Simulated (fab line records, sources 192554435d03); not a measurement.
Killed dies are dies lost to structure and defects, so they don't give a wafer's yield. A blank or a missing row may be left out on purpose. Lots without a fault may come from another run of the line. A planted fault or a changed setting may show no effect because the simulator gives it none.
A struck lot beside a sound one | flow n5_finfet | 41 steps out of a route of 1938
Sound: wafers L740.1, L740.4, L740.6. Struck: wafer L755.1. (L755.3, L755.5 of the same lot were not struck and are left out.) The cause comes at the end.
At each step with rows: each side's tool, then ch and its chambers, then its first start. Under that, the readings that differ: sound wafers | struck wafers | difference of the means | sigmas: that difference in standard deviations of wafers without a fault.
alike: readings whose means differ by less than 2 such deviations, and words and numbers that are the same on both sides. not compared: withheld readings, readings that some wafer has no value for, bounds like >300 that may hide the same value, and numbers for which the record gives no deviation and whose values overlap.
The two part at a step that has a row with sigmas, a row that says differs or no value, or rows on one side only. Numbers that don't overlap but have no deviation are shown without sigmas and don't part them. A reading that every wafer of one side lacks parts them only if that side has two wafers or more.

first, 3 steps without rows for these wafers: N5_BEOL_M6_TRENCH_ETCH_37 (etches SiCOH lowk in C4F6/O2, target depth 94.435 nm, time 31.5 s); N5_BEOL_M6_ETCH_41 (etches SiCN in CH3F/O2, target depth 29.7 nm, time 52 s); N5_BEOL_M6_STRIP_80 (strips in N2/H2, time 10 s).
N5_BEOL_M6_OCD_MEAS_38:
  sound on ocd-01, day 11 00:31; struck on ocd-02, day 14 16:11
  reading              | sound          | struck | difference | sigmas
  trench_depth_nm (nm) | 92.0 94.1 91.7 | 95.6   | +3.0       | +2
then, 4 steps without rows for these wafers: N5_BEOL_M6_HM_STRIP_39 (strips TiN in peroxide tin strip, target depth 25 nm, time 158 s); N5_BEOL_M6_SRD_40 (time 30 s); N5_BEOL_M6_PRECLEAN_42 (cleans in residue remover, time 60 s); N5_BEOL_M6_SRD_43 (time 30 s).
N5_BEOL_M6_CD_MEAS_35: target cd 40 nm, target cd y 28 nm.
  sound on cd_sem-03, day 11 00:41; struck on cd_sem-03, day 14 16:21
  alike: cd_nm
then, 3 steps without rows for these wafers: N5_BEOL_M6_CURE_75 (cures SiCOH lowk, time 120 s); N5_BEOL_M6_DEGAS_44 (time 60 s); N5_BEOL_M6_PRE_CLEAN_45 (time 30 s).
N5_BEOL_M6_ALD_77: deposits TaN, target thk 2 nm, pulse time 2 s, purge time 3 s.
  sound on ald_metal-02 ch 1,3, day 11 01:13; struck on ald_metal-03 ch 2, day 14 16:58
  alike: heater_power_w, mfc_carrier_sccm
  not compared: since_wet_clean_h
N5_BEOL_M6_SURFACE_TREAT_79:
  sound on pvd_sputter-01, day 11 01:30; struck on pvd_sputter-02, day 14 17:20
  not compared: throttle_valve_pct
then, 3 steps without rows for these wafers: N5_BEOL_M6_CVD_78 (deposits Co from CCTBA/H2, target thk 2 nm, time 142.3 s); N5_BEOL_M6_SPUTTER_48 (material Cu, target thk 10 nm, time 1.667 s); N5_BEOL_M6_ECD_50 (material Cu, target thk 300 nm).
N5_BEOL_M6_ANNEAL_51: time 90 s.
  sound on rtp_anneal-02 ch 0, day 11 02:13; struck on rtp_anneal-01 ch 0, day 14 18:02
  alike: wafer_temp_C_max
then, 1 step without rows for these wafers: N5_BEOL_M6_CMP_52 (polishes, stops on SiCOH lowk, t overpolish 6.9 s, target thk 80 nm).
N5_BEOL_M6_THK_MEAS_53: measures by xrf.
  sound on film_metro-02, day 11 02:48; struck on film_metro-01, day 14 18:38
  alike: M6_THK
then, 1 step without rows for these wafers: N5_BEOL_M6_PRE_CLEAN_55 (time 15 s).
N5_BEOL_M6_DEP_56: deposits SiCN from 3MS/NH3, target thk 10 nm, time 17.5 s.
  sound on pecvd-01 ch 0,1,2, day 11 02:52; struck on pecvd-03 ch 2, day 14 18:41
  reading                | sound       | struck | difference | sigmas
  throttle_valve_pct (%) | 9.6 9.3 9.9 | 8.8    | -0.8       | -2
  alike: rf_fwd_power_W, showerhead_plenum_p_Torr
  not compared: since_wet_clean_h
N5_BEOL_M6_RS_MEAS_57: measures by four-point-probe.
  sound on film_metro-02, day 11 02:56; struck on film_metro-01, day 14 18:46
  alike: M6_RS
N5_BEOL_M7_ILD_DEP_00: deposits SiCOH lowk from DEMS/porogen, target thk 179.75 nm, time 33.4 s.
  sound on pecvd-02 ch 1,2, day 11 02:59; struck on pecvd-02 ch 2, day 14 18:49
  alike: heater_power_w, rf_fwd_power_W, showerhead_plenum_p_Torr, throttle_valve_pct
  not compared: since_wet_clean_h
then, 1 step without rows for these wafers: N5_BEOL_M7_CURE_74 (cures SiCOH lowk, time 240 s).
N5_BEOL_M7_THK_MEAS_01:
  sound on film_metro-01, day 11 03:34; struck on film_metro-01, day 14 19:24
  reading         | sound             | struck | difference | sigmas
  M7_ILD_THK (nm) | 154.8 155.7 155.6 | 151.5  | -3.9       | -2
N5_BEOL_M7_PECVD_70: deposits SiO2 from TEOS/O2, target thk 20 nm, time 22.7 s.
  sound on pecvd-03 ch 1,2, day 11 03:37; struck on pecvd-02 ch 2, day 14 19:26
  reading                | sound             | struck | difference | sigmas
  rf_fwd_power_W (W)     | 438.3 441.1 445.0 | 447.3  | +5.8       | +3
  throttle_valve_pct (%) | 23.0 22.8 22.0    | 21.4   | -1.2       | -2
  alike: heater_power_w, showerhead_plenum_p_Torr
  not compared: since_wet_clean_h
then, 9 steps without rows for these wafers: N5_BEOL_M7_HM_DEP_02 (deposits TiN, target thk 20 nm); N5_BEOL_M7_COAT_59 (time 60 s, resist thk 100 nm); N5_BEOL_M7_COAT_60 (time 60 s, resist thk 35 nm); N5_BEOL_M7_COAT_05 (resist thk 90 nm); N5_BEOL_M7_EBR_07; N5_BEOL_M7_SOFTBAKE_06 (time 60 s); N5_BEOL_M7_EXPOSE_08 (exposes mask M7); N5_BEOL_M7_PEB_09 (peb time 60 s); N5_BEOL_M7_DEVELOP_10 (develop time 30 s).
N5_BEOL_M7_CD_MEAS_11: target cd 38.5 nm.
  sound on cd_sem-03 ch 0, day 11 05:40; struck on cd_sem-03 ch 0, day 14 20:23
  alike: cd_nm
N5_BEOL_M7_OVL_MEAS_12:
  sound on overlay-02 ch 0, day 11 05:42; struck on overlay-02 ch 0, day 14 20:25
  alike: M7_OVL
then, 2 steps without rows for these wafers: N5_BEOL_M7_DESCUM_16 (chemistry O2, time 7.9 s); N5_BEOL_M7_ETCH_61 (etches SiARC in CF4, target depth 45.5 nm, time 75.8 s).
-- the record jumps here: 4 days lie between the struck wafers' starts before and after (it left off in module BEOL_M7 and takes up again in module PASSIVATION, whose first step shown is number 1936 of the route) --
N5_PASSIVATION_PROBE_49:
  sound on prober-01, day 14 18:28; struck on prober-02, day 18 10:46
  reading                  | sound          | struck | difference | sigmas
  defect_limited_yield (%) | 91.0 91.7 91.3 | 79.1   | -12.2      | -9
  killed_at_M4_up          | 14 17 13       | 148    | +133       | +33
  killed_at_front_end      | 20 30 29       | 58     | +32        | +3
  killed_dies              | 106 98 103     | 247    | +145       | +10
  killed_on_rim            | 19 8 16        | 29     | +15        | +4
  sort_bin_5_function (%)  | 4.9 4.2 4.9    | 13.1   | +8.4       | +9
  sort_bin_6_memory (%)    | 3.6 3.6 3.6    | 5.0    | +1.4       | +2
  sort_n_pass              | 1074 1082 1077 | 933    | -145       | -10
  sort_yield_pct (%)       | 91.0 91.7 91.3 | 79.1   | -12.2      | -9
  alike: killed_at_M0_to_M3, killed_at_contacts, killed_at_other, killed_open, killed_short

WHERE THEY PART
First at N5_BEOL_M6_OCD_MEAS_38; last, within this record, at N5_PASSIVATION_PROBE_49.

WHY: what the simulator had put in
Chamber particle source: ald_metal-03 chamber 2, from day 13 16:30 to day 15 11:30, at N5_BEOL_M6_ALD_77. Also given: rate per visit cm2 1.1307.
